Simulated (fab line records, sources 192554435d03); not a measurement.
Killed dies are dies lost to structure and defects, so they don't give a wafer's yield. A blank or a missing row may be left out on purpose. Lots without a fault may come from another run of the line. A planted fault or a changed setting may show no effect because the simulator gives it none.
A struck lot beside a sound one | flow n5_finfet | 20 steps out of a route of 1938
Sound: wafers L983.1, L983.5, L983.6. Struck: wafer L992.4. (L992.3 of the same lot was not struck and is left out.) The cause comes at the end.
At each step with rows: each side's tool, then ch and its chambers, then its first start. Under that, the readings that differ: sound wafers | struck wafers | difference of the means | sigmas: that difference in standard deviations of wafers without a fault.
alike: readings whose means differ by less than 2 such deviations, and words and numbers that are the same on both sides. not compared: withheld readings, readings that some wafer has no value for, bounds like >300 that may hide the same value, and numbers for which the record gives no deviation and whose values overlap.
The two part at a step that has a row with sigmas, a row that says differs or no value, or rows on one side only. Numbers that don't overlap but have no deviation are shown without sigmas and don't part them. A reading that every wafer of one side lacks parts them only if that side has two wafers or more.

N5_BEOL_M13_ETCH_67: etches SiARC in CF4, target depth 143 nm, time 238.3 s.
  sound on rie_diel-05 ch 1,2,3, day 10 18:07; struck on rie_diel-03 ch 0, day 13 03:50
  reading      | sound             | struck | difference | sigmas
  rf_vpp_V (V) | 186.1 183.3 183.8 | 182.3  | -2.1       | -2
  alike: cf4_flow_sccm, drypump_motor_current_A, etch_rf_on_time_s, oes_product_au, showerhead_plenum_p_Torr, throttle_valve_pct
  not compared: rf_hours_counter_h
then, 2 steps without rows for these wafers: N5_BEOL_M13_ETCH_68 (etches SOC in N2/H2, time 355 s); N5_BEOL_M13_STRIP_69 (strips in N2/H2).
N5_BEOL_M13_TRENCH_ETCH_34: etches SiOC in C4F8/O2/Ar, target depth 413.47 nm, time 162.6 s.
  sound on rie_diel-05 ch 1,2,3, day 10 18:29; struck on rie_diel-03 ch 0, day 13 04:12
  alike: drypump_motor_current_A, oes_product_au, rf_vpp_V, showerhead_plenum_p_Torr, throttle_valve_pct
  not compared: rf_hours_counter_h
then, 1 step without rows for these wafers: N5_BEOL_M13_STRIP_70 (strips in C4F8/O2/Ar).
N5_BEOL_M13_OCD_MEAS_35:
  sound on ocd-02, day 10 18:39; struck on ocd-02, day 13 04:23
  alike: trench_depth_nm
N5_BEOL_M13_STRIP_37: strips in N2/H2.
  sound on plasma_asher-02 ch 0,1, day 10 18:41; struck on plasma_asher-01 ch 0, day 13 04:26
  alike: drypump_motor_current_A, h2_flow_sccm, heater_power_w, oes_product_au
  not compared: rf_hours_counter_h
N5_BEOL_M13_ETCH_38: etches SiCN in CF4/N2, target depth 67.5 nm, time 71.9 s.
  sound on rie_diel-02 ch 2,3, day 10 18:56; struck on rie_diel-02 ch 2, day 13 04:50
  alike: cf4_flow_sccm, drypump_motor_current_A, oes_product_au, rf_vpp_V, showerhead_plenum_p_Torr, throttle_valve_pct
  not compared: rf_hours_counter_h
then, 4 steps without rows for these wafers: N5_BEOL_M13_PRECLEAN_39 (cleans in residue remover, time 60 s); N5_BEOL_M13_SRD_40 (time 30 s, dry time 30 s); N5_BEOL_M13_DEGAS_41 (time 60 s); N5_BEOL_M13_PRE_CLEAN_42 (time 30 s).
N5_BEOL_M13_SPUTTER_43: material TaN, target thk 15 nm, time 24.19 s.
  sound on pvd_sputter-02, day 10 19:13; struck on pvd_sputter-01, day 13 05:32
  reading                                      | sound        | struck | difference | sigmas
  model.TaN_of_BEOL_M13_SPUTTER_43.thk_nm (nm) | 14.8 14.8 15 | 10.8   | -4.1       |
  alike: bias_v, chamber_pressure_pa, throttle_valve_pct
N5_BEOL_M13_SPUTTER_44: material Ta, target thk 10 nm, time 16.13 s.
  sound on pvd_sputter-02, day 10 19:17; struck on pvd_sputter-01, day 13 05:37
  alike: bias_v, chamber_pressure_pa, throttle_valve_pct
then, 3 steps without rows for these wafers: N5_BEOL_M13_SPUTTER_45 (material Cu, target thk 80 nm, time 13.33 s); N5_BEOL_M13_ECD_47 (material Cu, target thk 936 nm); N5_BEOL_M13_ANNEAL_48 (time 90 s).
N5_BEOL_M13_CMP_49: polishes, stops on SiOC, t overpolish 17.1 s, target thk 420 nm.
  sound on cmp-03 ch 0,1, day 10 19:59; struck on cmp-02 ch 0, day 13 06:16
  reading                      | sound          | struck | difference | sigmas
  barrier_field_endpoint_s (s) | 29.8 30.0 29.9 | 25.1   | -4.8       | -5
  alike: motor_current_A
N5_BEOL_M13_THK_MEAS_50: measures by xrf.
  sound on film_metro-02, day 10 20:14; struck on film_metro-02, day 13 06:34
  alike: M13_THK
N5_PASSIVATION_PROBE_49:
  sound on prober-01, day 12 00:04; struck on prober-01, day 14 13:47
  alike: defect_limited_yield, killed_at_M0_to_M3, killed_at_M4_up, killed_at_contacts, killed_at_front_end, killed_at_other, killed_dies, killed_open, killed_short, sort_bin_5_function, sort_bin_6_memory, sort_bin_8_speed, sort_n_pass, sort_yield_pct

WHERE THEY PART
First at N5_BEOL_M13_ETCH_67; last, within this record, at N5_BEOL_M13_CMP_49. Later steps at which nothing parts them and some readings are alike: N5_BEOL_M13_THK_MEAS_50, N5_PASSIVATION_PROBE_49.

WHY: what the simulator had put in
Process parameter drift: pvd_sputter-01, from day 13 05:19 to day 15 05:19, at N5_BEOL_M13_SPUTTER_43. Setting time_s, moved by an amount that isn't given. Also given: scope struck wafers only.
